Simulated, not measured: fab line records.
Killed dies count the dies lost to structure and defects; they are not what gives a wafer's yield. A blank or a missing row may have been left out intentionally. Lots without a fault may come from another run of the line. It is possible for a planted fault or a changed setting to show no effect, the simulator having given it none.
Chamber matching | flow n5_finfet | 4 sister chambers for N5_BEOL_M4_STRIP_66 on rie_diel-05
The step strips in CF4. 4 wafers are shown with their chamber, then 11 later ones without.

## EACH WAFER AND ITS CHAMBER
wafer  | chamber | showerhead_plenum_p_Torr (Torr)
L083.5 | 3       | 1.85
L092.6 | 2       | 1.66
L093.2 | 0       | 1.73
L094.1 | 1       | 1.73

## WAFERS WITH NO CHAMBER GIVEN
wafer  | showerhead_plenum_p_Torr (Torr)
L094.2 | 1.65
L094.3 | 1.73
L094.4 | 1.65
L094.5 | 1.73
L094.6 | 1.73
L097.1 | 1.65
L097.2 | 1.73
L097.3 | 1.73
L097.4 | 1.73
L097.5 | 1.65
L097.6 | 1.73

## CHAMBER TAKEN BY EACH
wafer  | from the rows above     | in truth
L094.2 | 2                       | 2
L094.3 | can't be placed: 0 or 1 | 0
L094.4 | 2                       | 2
L094.5 | can't be placed: 0 or 1 | 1
L094.6 | can't be placed: 0 or 1 | 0
L097.1 | 2                       | 2
L097.2 | can't be placed: 0 or 1 | 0
L097.3 | can't be placed: 0 or 1 | 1
L097.4 | can't be placed: 0 or 1 | 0
L097.5 | 2                       | 2
L097.6 | can't be placed: 0 or 1 | 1
4 of 11 placed correctly. Can't be placed from these rows: 7 (the true chamber is among the candidates in 7). Wrongly placed: 0.
How it was worked out, from the rows above alone: a wafer's distance from a chamber is the root of the sum, over the readings, of the square of ((its reading less the chamber's mean) divided by the reading's scatter). The wafer belongs to the nearest chamber; if the next one is less than 2 further off, it can't be placed. Each chamber's mean is taken over the wafers shown for it. The scatter: root of mean squared gap, hidden wafer to nearest shown wafer, with one shown wafer a chamber.
